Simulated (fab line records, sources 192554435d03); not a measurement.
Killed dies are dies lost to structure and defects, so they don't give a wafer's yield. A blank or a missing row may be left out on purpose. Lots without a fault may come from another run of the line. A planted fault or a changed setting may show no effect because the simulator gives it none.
Chamber matching | flow n5_finfet | N5_BEOL_M8_STRIP_19 on rie_diel-05: 4 sister chambers
The step strips in O2. 4 wafers are shown with their chamber, then 9 later ones without.

WAFERS WITH THEIR CHAMBER
wafer  | chamber | showerhead_plenum_p_Torr (Torr)
L081.2 | 0       | 2.02
L081.4 | 3       | 2.19
L084.3 | 2       | 2.09
L084.6 | 1       | 2.15

WAFERS WITHOUT THEIR CHAMBER
wafer  | showerhead_plenum_p_Torr (Torr)
L087.3 | 2.02
L087.4 | 2.19
L087.6 | 2.02
L092.3 | 2.08
L092.5 | 2.19
L092.6 | 2.01
L093.2 | 2.01
L093.4 | 2.08
L093.6 | 2.18

WHICH CHAMBER EACH WENT THROUGH
wafer  | from the rows above | in truth
L087.3 | 0                   | 0
L087.4 | 3                   | 3
L087.6 | 0                   | 0
L092.3 | 2                   | 2
L092.5 | 3                   | 3
L092.6 | 0                   | 0
L093.2 | 0                   | 0
L093.4 | 2                   | 2
L093.6 | 3                   | 3
Placed correctly: 9 of 9. Can't be placed from these rows: 0. Placed wrongly: 0.
How it was worked out, from the rows above alone: a wafer's distance from a chamber is the root of the sum, over the readings, of the square of ((its reading less the chamber's mean) divided by the reading's scatter). The wafer belongs to the nearest chamber; if the next one is less than 2 further off, it can't be placed. A chamber's mean is the mean of its shown wafers. The scatter: with one shown wafer a chamber, the root of the mean of the squares of how far each hidden wafer lies from its nearest shown one.
